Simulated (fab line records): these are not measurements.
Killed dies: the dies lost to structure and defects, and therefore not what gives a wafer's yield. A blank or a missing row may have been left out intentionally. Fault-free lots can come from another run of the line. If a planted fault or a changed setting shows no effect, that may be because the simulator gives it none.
Matching of chambers / flow nand harc / NHARC_A_M0_DEP_32 on pecvd-04: 3 sister chambers
The step deposits SiCN, target thk 30 nm. 6 wafers are shown with their chamber, then 12 later ones without.

## EACH WAFER AND ITS CHAMBER
wafer=L081.1; chamber=1; heater power w (W)=655
wafer=L084.4; chamber=0; heater power w (W)=649
wafer=L084.5; chamber=2; heater power w (W)=590
wafer=L086.1; chamber=1; heater power w (W)=655
wafer=L086.2; chamber=0; heater power w (W)=597
wafer=L086.4; chamber=2; heater power w (W)=658

## WAFERS WHOSE CHAMBER IS MISSING
wafer=L092.1; heater power w (W)=596
wafer=L092.3; heater power w (W)=593
wafer=L092.5; heater power w (W)=608
wafer=L095.3; heater power w (W)=654
wafer=L095.5; heater power w (W)=628
wafer=L095.6; heater power w (W)=645
wafer=L097.1; heater power w (W)=608
wafer=L097.2; heater power w (W)=697
wafer=L097.6; heater power w (W)=641
wafer=L097.3; heater power w (W)=671
wafer=L097.4; heater power w (W)=612
wafer=L097.5; heater power w (W)=675

## CHAMBER TAKEN BY EACH
wafer=L092.1; from the rows above=can't be placed: 0 or 2 or 1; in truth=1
wafer=L092.3; from the rows above=can't be placed: 0 or 2 or 1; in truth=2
wafer=L092.5; from the rows above=can't be placed: 0 or 2 or 1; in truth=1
wafer=L095.3; from the rows above=can't be placed: 1 or 2 or 0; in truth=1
wafer=L095.5; from the rows above=can't be placed: 2 or 0 or 1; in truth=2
wafer=L095.6; from the rows above=can't be placed: 1 or 2 or 0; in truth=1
wafer=L097.1; from the rows above=can't be placed: 0 or 2 or 1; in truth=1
wafer=L097.2; from the rows above=can't be placed: 1 or 2 or 0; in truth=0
wafer=L097.6; from the rows above=can't be placed: 1 or 2 or 0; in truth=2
wafer=L097.3; from the rows above=can't be placed: 1 or 2 or 0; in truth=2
wafer=L097.4; from the rows above=can't be placed: 0 or 2 or 1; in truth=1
wafer=L097.5; from the rows above=can't be placed: 1 or 2 or 0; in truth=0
Correctly placed: 0 of 12. Cannot be placed on the basis of these rows: 12; the candidates contain the true chamber in 12. Number placed wrongly: 0.
How it was worked out, from the rows above alone: a wafer's distance from a chamber is the root of the sum, over the readings, of the square of ((its reading less the chamber's mean) divided by the reading's scatter). The wafer belongs to the nearest chamber; if the next one is less than 2 further off, it can't be placed. For every chamber, the mean is computed from those of its wafers that are shown. The scatter is the square root of a quotient: the sum, over the shown wafers, of each reading's squared deviation from its chamber's mean, divided by wafers minus chambers.
